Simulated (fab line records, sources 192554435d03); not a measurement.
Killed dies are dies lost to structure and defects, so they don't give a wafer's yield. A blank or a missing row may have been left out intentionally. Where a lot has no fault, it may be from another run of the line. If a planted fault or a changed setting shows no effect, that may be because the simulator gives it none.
Struck lot and sound lot, side by side    flow n5Finfet    37 steps out of a route of 1938
Sound: these wafers, L540.3, L540.4, L540.5. Struck: wafer L545.1 (left out: L545.3, L545.6 of the same lot, which were not struck); the cause appears at the end.
For every step that has rows: the tool of each side, followed by ch and its chambers, followed by its first start. Under that, the readings that differ: sound wafers    struck wafers    difference of the means    sigmas: that difference in standard deviations of wafers without a fault.
alike: words and numbers the same on both sides, and readings whose means are apart by under 2 such deviations; not compared: readings that were withheld, readings missing a value for some wafer, numbers with overlapping values and no deviation given by the record, and bounds like >300 which may hide the same value.
A row with sigmas, a row that says differs or no value, or rows on one side alone: a step with any of these is where the two part. Numbers that have no deviation but don't overlap get no sigmas and don't part them. A reading that every wafer of one side lacks parts them only if that side has two wafers or more.

first, 9 steps without rows for these wafers: N5_BEOL_M7_DESCUM_33 (chemistry O2, time 7 s); N5_BEOL_M7_ETCH_72 (etches underlayer in N2/H2, target depth 6.5 nm, time 5.2 s); N5_BEOL_M7_ETCH_65 (etches SiARC in CF4, target depth 15.6 nm, time 26 s); N5_BEOL_M7_ETCH_66 (etches SOC in N2/H2, target depth 80 nm, overetch 16 nm, time 120 s); N5_BEOL_M7_STRIP_69 (strips in N2/H2); N5_BEOL_M7_STRIP_73 (strips in N2/H2); N5_BEOL_M7_VIA_ETCH_34 (etches SiCOH lowk in C4F6/O2, target depth 125.5 nm, time 50.5 s); N5_BEOL_M7_STRIP_76 (strips in C4F6/O2); N5_BEOL_M7_STRIP_36 (strips in N2/H2).
N5_BEOL_M7_TRENCH_ETCH_37: etches SiCOH lowk in C4F6/O2, target depth 93.478 nm, time 31.2 s.
  sound on rieDiel-01 ch 1,3, day 9 02:02; struck on rieDiel-01 ch 0, day 10 02:13
reading                            sound              struck  difference  sigmas
biasW (W)                          185.4 184.9 185.4  247.0   +61.8       +99 or more
rfVppV (V)                         674 673 675        838     +164        +25
model.etch.depthNm (nm)            92.97 96.34 96.56  102.5   +7.2        
model.BEOL_M7.featureDepthNm (nm)  93 96.4 96.6       102.4   +7.1        
  alike: C4F6_flow_sccm, drypumpMotorCurrentA, oesProductAu, showerheadPlenumPTorr, throttleValvePct
  not compared: rfHoursCounterH, model.TiN_of_BEOL_M7_HM_DEP_02.thkNm
then, 2 steps without rows for these wafers: N5_BEOL_M7_ETCH_41 (etches SiCN in CH3F/O2, target depth 31.9 nm, time 57.8 s); N5_BEOL_M7_STRIP_80 (strips in N2/H2, time 10 s).
N5_BEOL_M7_OCD_MEAS_38:
  sound on ocd-01 at day 9 02:11; struck on ocd-02 at day 10 02:22
reading             sound           struck  difference  sigmas
trenchDepthNm (nm)  92.7 96.3 96.0  102.5   +7.5        +5
then, 13 steps without rows for these wafers: N5_BEOL_M7_HM_STRIP_39 (strips TiN in peroxide tin strip, target depth 25 nm, time 158 s); N5_BEOL_M7_SRD_40 (time 30 s); N5_BEOL_M7_PRECLEAN_42 (cleans in residue remover, time 60 s); N5_BEOL_M7_SRD_43 (time 30 s); N5_BEOL_M7_CURE_75 (cures SiCOH lowk, time 120 s); N5_BEOL_M7_DEGAS_44 (time 60 s); N5_BEOL_M7_PRE_CLEAN_45 (time 30 s); N5_BEOL_M7_ALD_77 (deposits TaN, target thk 2 nm, pulse time 2 s, purge time 3 s); N5_BEOL_M7_SURFACE_TREAT_79; N5_BEOL_M7_CVD_78 (deposits Co from CCTBA/H2, target thk 2 nm, time 142.3 s); N5_BEOL_M7_SPUTTER_48 (material Cu, target thk 10 nm, time 1.667 s); N5_BEOL_M7_ECD_50 (material Cu, target thk 300 nm); N5_BEOL_M7_ANNEAL_51 (time 90 s).
N5_BEOL_M7_CMP_52: polishes, stops on SiCOH lowk, t overpolish 6.9 s, target thk 80 nm.
  sound on cmp-01 ch 1,2, day 9 03:57; struck on cmp-03 ch 1, day 10 05:13
reading                                sound                 struck  difference  sigmas
barrierFieldEndpointS (s)              28.2 28.4 28.6        30.2    +1.8        +3
headPressurePsi (psi)                  0.9998 1.0000 0.9998  0.9948  -0.0051     -2
motorCurrentA (A)                      6.6 7.4 6.5           5.2     -1.6        -3
model.Cu_of_BEOL_M7_ECD_50.thkNm (nm)  80.6 82.6 83.4        88.2    +6.0        
  alike: overpolishRunS, timeToEndpointS
N5_BEOL_M7_THK_MEAS_53: measures by xrf.
  sound on filmMetro-01 at day 9 04:13; struck on filmMetro-02 at day 10 05:28
reading      sound           struck  difference  sigmas
M7_THK (nm)  81.6 83.9 84.8  88.6    +5.2        +3
then, 2 steps without rows for these wafers: N5_BEOL_M7_PRE_CLEAN_55 (time 15 s); N5_BEOL_M7_DEP_56 (deposits SiCN from 3MS/NH3, target thk 10 nm, time 17.5 s).
N5_BEOL_M7_RS_MEAS_57: measurement is done with a four-point probe.
  sound on filmMetro-02 at day 9 04:20; struck on filmMetro-01 at day 10 05:37
reading         sound              struck  difference  sigmas
M7_RS (ohm/sq)  0.284 0.276 0.274  0.255   -0.023      -4
then, 5 steps without rows for these wafers: N5_BEOL_M8_ILD_DEP_00 (deposits SiCOH lowk from DEMS/porogen, target thk 179.75 nm, time 33.4 s); N5_BEOL_M8_CURE_74 (cures SiCOH lowk, time 240 s); N5_BEOL_M8_PECVD_70 (deposits SiO2 from TEOS/O2, target thk 20 nm, time 22.7 s); N5_BEOL_M8_HM_DEP_02 (deposits TiN, target thk 20 nm); N5_BEOL_M8_COAT_59 (time 60 s, resist thk 100 nm).
-- the record jumps here: 3 days lie between the struck wafers' starts before and after (it left off in module BEOL_M8 and takes up again in module BEOL_M15, whose first step shown is number 1830 of the route) --
N5_BEOL_M15_RC_MEAS_101:
  sound on prober-02 ch 0, day 11 15:35; struck on prober-02 ch 0, day 13 13:41
reading                  sound                       struck    difference  sigmas
COMB_M10 (S/m)           2.29e-11 1.49e-11 1.96e-11  1.13e-11  -7.83e-12   -3
COMB_M13 (S/m)           5.8e-12 6.8e-12 1e-11       4.4e-12   -3.1e-12    -3
COMB_M13_max_site (S/m)  9.9e-12 9.3e-12 1.4e-11     5.2e-12   -5.9e-12    -3
COMB_M6 (S/m)            3.2e-11 2.8e-11 3.1e-11     1.9e-11   -1.1e-11    -2
SERP_M10 (ohm/um)        3.13 3.00 3.03              3.19      +0.14       +2
SERP_M11 (ohm/um)        3.11 3.05 3.12              2.95      -0.14       -2
  alike: COMB_M11, COMB_M12, COMB_M14, COMB_M15, COMB_M5, COMB_M7, COMB_M8, COMB_M9, SERP_M12, SERP_M13, SERP_M14, SERP_M5, SERP_M6, SERP_M7, SERP_M7_max_site, SERP_M8, SERP_M9

## WHERE THEY PART
First at N5_BEOL_M7_TRENCH_ETCH_37; last, within this record, at N5_BEOL_M15_RC_MEAS_101.

WHY: what the simulator had put in
rieDiel-01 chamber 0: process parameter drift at N5_BEOL_M7_TRENCH_ETCH_37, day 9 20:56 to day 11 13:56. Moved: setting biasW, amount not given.
